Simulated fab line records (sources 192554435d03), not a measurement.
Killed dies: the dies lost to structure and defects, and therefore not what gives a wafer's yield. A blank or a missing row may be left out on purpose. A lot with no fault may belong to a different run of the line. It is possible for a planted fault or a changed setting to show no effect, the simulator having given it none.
Which tool did it? -- flow n5 finfet -- at 1 step of a route of 1938, 12 lots with 36 wafers sampled

## WHAT THE GAUGES SHOWED, per wafer
N5_SD_EPI_P_CD_MEAS_09: target cd 240 nm.
lot,measured,on,cd nm (nm)
L075,day 3 12:47,cd sem-03,240.0 239.1 238.8
L077,day 4 02:22,cd sem-02,240.8 240.1 239.7
L079,day 4 12:59,cd sem-01,239.6 240.1 240.7
L081,day 4 23:58,cd sem-01,239.6 239.4 238.7
L083,day 5 12:13,cd sem-02,241.0 239.8 240.3
L085,day 6 01:23,cd sem-02,240.0 240.0 241.3
L087,day 6 15:55,cd sem-03,240.1 240.0 238.9
L089,day 7 00:23,cd sem-02,240.2 239.2 239.9
L091,day 7 12:28,cd sem-03,239.4 239.9 239.8
L093,day 7 23:04,cd sem-02,241.0 239.2 240.0
L095,day 8 12:41,cd sem-03,240.5 239.6 240.5
L097,day 9 00:01,cd sem-01,240.1 241.6 240.0

## EACH LOT AND THE TOOL THAT RAN IT (in order: tool; ch and the chambers of the sampled wafers; start)
The record holds no process step before these readings.

## THE ANSWER, worked out from the rows above alone
Rule: the usual values come from the lots themselves. Put in order of their means at a reading, lots are off if they are a third of the lots or fewer, leave a main group of 4 or more, and stand apart from it by a gap of 3 or more times the standard deviation of the main group's means; of several such gaps the widest counts. The tables above print the reading to a certain number of digits; a main group whose means all agree to those digits is not used. Also off: a lot with no number at a reading for which 4 or more lots have one. The other lots that the step has rows for count as sound.
None of the lots is off at any reading shown; this tells nothing.

## WHAT HAD BEEN PUT IN BY THE SIMULATOR
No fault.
